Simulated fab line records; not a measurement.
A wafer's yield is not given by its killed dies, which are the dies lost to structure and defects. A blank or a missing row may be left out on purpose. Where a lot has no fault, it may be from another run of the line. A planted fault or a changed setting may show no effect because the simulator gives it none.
Matching of chambers | flow n5_finfet | N5_BEOL_M15_ILD_DEP_00 on pecvd-02: 3 sister chambers
The step deposits SiO2 from TEOS/O2, target thk 1629.3 nm, time 346.1 s. 14 wafers are shown with their chamber, then 7 later ones without.

== WAFERS WITH THEIR CHAMBER ==
wafer  | chamber | showerhead_vpp_V (V) | throttle_valve_pct (%) | showerhead_plenum_p_Torr (Torr)
L078.2 | 0       | 1856                 | 20.1                   | 8.37
L078.3 | 1       | 1801                 | 18.5                   | 8.31
L078.5 | 2       | 1588                 | 18.2                   | 8.34
L079.1 | 1       | 1765                 | 18.3                   | 8.31
L079.4 | 1       | 1780                 | 18.7                   | 8.31
L079.6 | 0       | 1881                 | 20.1                   | 8.37
L081.2 | 0       | 1860                 | 20.2                   | 8.36
L081.3 | 2       | 1558                 | 18.3                   | 8.35
L081.4 | 1       | 1806                 | 18.6                   | 8.30
L084.1 | 1       | 1805                 | 18.3                   | 8.31
L084.5 | 0       | 1858                 | 20.0                   | 8.36
L084.6 | 2       | 1559                 | 18.0                   | 8.34
L085.4 | 1       | 1824                 | 18.5                   | 8.33
L085.5 | 0       | 1859                 | 20.2                   | 8.39

SIGNATURES (averages over the wafers above)
reading                  | chamber 0 | chamber 1 | chamber 2 | scatter within a chamber
showerhead_vpp_V         | 1862.80   | 1796.83   | 1568.33   | 17.1
throttle_valve_pct       | 20.120    | 18.483    | 18.167    | 0.136
showerhead_plenum_p_Torr | 8.3700    | 8.3117    | 8.3433    | 0.0102
Rule: for each reading, subtract the chamber's mean from the wafer's reading, divide by that reading's scatter and square the result; add these up over the readings and take the root, which gives the wafer's distance from the chamber. The wafer belongs to the nearest chamber; if the next one is less than 2 further off, it can't be placed. The scatter: take each reading less its chamber's mean, square it, sum over the shown wafers, divide by the number of wafers less the number of chambers, and take the root.

== WAFERS WITHOUT THEIR CHAMBER ==
wafer  | showerhead_vpp_V (V) | throttle_valve_pct (%) | showerhead_plenum_p_Torr (Torr)
L085.6 | 1581                 | 18.1                   | 8.36
L086.1 | 1839                 | 20.0                   | 8.37
L086.3 | 1579                 | 18.2                   | 8.35
L086.4 | 1576                 | 18.1                   | 8.35
L089.1 | 1844                 | 20.0                   | 8.40
L089.3 | 1574                 | 18.3                   | 8.34
L089.5 | 1596                 | 18.1                   | 8.35

== WHICH CHAMBER EACH WENT THROUGH ==
wafer  | from the rows above | in truth
L085.6 | 2                   | 2
L086.1 | 0                   | 0
L086.3 | 2                   | 2
L086.4 | 2                   | 2
L089.1 | 0                   | 0
L089.3 | 2                   | 2
L089.5 | 2                   | 2
Correct placement for 7 of the 7. Number that these rows cannot place: 0. Wrongly placed: 0.
